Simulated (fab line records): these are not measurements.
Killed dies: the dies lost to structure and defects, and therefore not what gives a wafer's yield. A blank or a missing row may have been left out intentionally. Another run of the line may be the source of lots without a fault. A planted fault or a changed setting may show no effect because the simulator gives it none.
Which of the tools did it? || flow n5 finfet || 11 lots, 31 wafers sampled, at 1 step of a route of 1938

## WHAT EACH GAUGE READ, for each wafer
N5_BEOL_M14_INSPECT_55: inspects for defects (darkfield).
{"lot": "L123", "measured": "day 11 09:22", "on": "defect inspect-02", "raw defect count": "77 41 81"}
{"lot": "L125", "measured": "day 11 19:06", "on": "defect inspect-02", "raw defect count": "58 44 41"}
{"lot": "L126", "measured": "day 11 22:29", "on": "defect inspect-02", "raw defect count": "50 34 70"}
{"lot": "L130", "measured": "day 13 01:08", "on": "defect inspect-02", "raw defect count": "74 62 79"}
{"lot": "L131", "measured": "day 13 04:29", "on": "defect inspect-01", "raw defect count": "50 31 45"}
{"lot": "L132", "measured": "day 13 17:11", "on": "defect inspect-01", "raw defect count": "42 70 75"}
{"lot": "L133", "measured": "day 13 20:49", "on": "defect inspect-01", "raw defect count": "27 47 37"}
{"lot": "L136", "measured": "day 14 11:39", "on": "defect inspect-02", "raw defect count": "59 97 91"}
{"lot": "L137", "measured": "day 14 12:00", "on": "defect inspect-01", "raw defect count": "105 74 80"}
{"lot": "L138", "measured": "day 14 22:02", "on": "defect inspect-02", "raw defect count": "84 45"}
{"lot": "L141", "measured": "day 16 00:41", "on": "defect inspect-02", "raw defect count": "93 68"}

## EACH LOT AND THE TOOL THAT RAN IT (in order: tool; ch and the chambers of the sampled wafers; start)
No process step before these readings appears in the record.

## THE ANSWER, worked out from the rows above alone
Rule: the usual values come from the lots themselves. Put in order of their means at a reading, lots are off if they are a third of the lots or fewer, leave a main group of 4 or more, and stand apart from it by a gap of 3 or more times the standard deviation of the main group's means; of several such gaps the widest counts. The tables above print the reading to a certain number of digits; a main group whose means all agree to those digits is not used. Also off: a lot with no number at a reading for which 4 or more lots have one. All remaining lots with rows at the step are treated as sound.
Nothing can be told from this: no lot is off at any reading shown.

## WHAT THE SIMULATOR PUT IN
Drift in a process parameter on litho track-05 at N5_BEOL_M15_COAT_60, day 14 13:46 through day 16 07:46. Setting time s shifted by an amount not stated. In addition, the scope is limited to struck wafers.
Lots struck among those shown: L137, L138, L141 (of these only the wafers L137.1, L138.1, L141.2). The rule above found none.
